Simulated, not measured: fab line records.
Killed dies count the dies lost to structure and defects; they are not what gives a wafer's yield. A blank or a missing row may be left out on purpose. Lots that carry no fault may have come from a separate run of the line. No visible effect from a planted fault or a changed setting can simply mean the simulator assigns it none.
Chamber matching | flow n5 finfet | rie diel-03 running N5_BEOL_M13_ETCH_67: 4 sister chambers
The step etches SiARC in CF4, target depth 143 nm, time 238.3 s. 14 wafers are shown with their chamber, then 7 later ones without.

## WAFERS WITH THEIR CHAMBER
wafer  | chamber | showerhead plenum p Torr (Torr) | drypump motor current A (A) | throttle valve pct (%)
L077.1 | 2       | 2.22                            | 5.0                         | 15.75
L077.2 | 0       | 2.12                            | 5.6                         | 15.94
L077.5 | 0       | 2.12                            | 5.6                         | 15.97
L083.1 | 0       | 2.11                            | 5.5                         | 15.97
L083.5 | 0       | 2.11                            | 5.5                         | 15.98
L083.6 | 3       | 2.16                            | 5.3                         | 15.67
L082.3 | 3       | 2.16                            | 5.4                         | 15.67
L082.5 | 3       | 2.16                            | 5.4                         | 15.66
L082.6 | 2       | 2.22                            | 5.0                         | 15.78
L087.3 | 1       | 2.04                            | 6.1                         | 15.38
L087.4 | 1       | 2.04                            | 6.1                         | 15.38
L087.6 | 3       | 2.15                            | 5.3                         | 15.72
L090.2 | 3       | 2.15                            | 5.4                         | 15.71
L090.4 | 2       | 2.21                            | 5.0                         | 15.80

SIGNATURES, as means of the wafers listed above
reading                  | chamber 0 | chamber 1 | chamber 2 | chamber 3 | scatter within a chamber
showerhead plenum p Torr | 2.1150    | 2.0400    | 2.2167    | 2.1560    | 0.00535
drypump motor current A  | 5.550     | 6.100     | 5.000     | 5.360     | 0.0469
throttle valve pct       | 15.9650   | 15.3800   | 15.7767   | 15.6860   | 0.0226
Rule: a wafer's distance from a chamber is the root of the sum, over the readings, of the square of ((its reading less the chamber's mean) divided by the reading's scatter). If the next closest chamber is less than 2 further off than the closest, the wafer can't be placed; otherwise it belongs to the closest. The scatter is the square root of a quotient: the sum, over the shown wafers, of each reading's squared deviation from its chamber's mean, divided by wafers minus chambers.

## WAFERS WITHOUT THEIR CHAMBER
wafer  | showerhead plenum p Torr (Torr) | drypump motor current A (A) | throttle valve pct (%)
L090.5 | 2.04                            | 6.1                         | 15.36
L096.1 | 2.11                            | 5.5                         | 15.50
L096.3 | 2.15                            | 5.4                         | 15.72
L096.6 | 2.11                            | 5.6                         | 15.52
L094.1 | 2.20                            | 5.0                         | 15.83
L094.2 | 2.03                            | 6.1                         | 15.40
L094.6 | 2.11                            | 5.5                         | 15.52

## WHICH CHAMBER EACH WENT THROUGH
wafer  | from the rows above | in truth
L090.5 | 1                   | 1
L096.1 | 3                   | 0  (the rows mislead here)
L096.3 | 3                   | 3
L096.6 | 3                   | 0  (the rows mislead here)
L094.1 | 2                   | 2
L094.2 | 1                   | 1
L094.6 | 3                   | 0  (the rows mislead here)
Correctly placed: 4 of 7. Number that these rows cannot place: 0. Placed wrongly: 3.
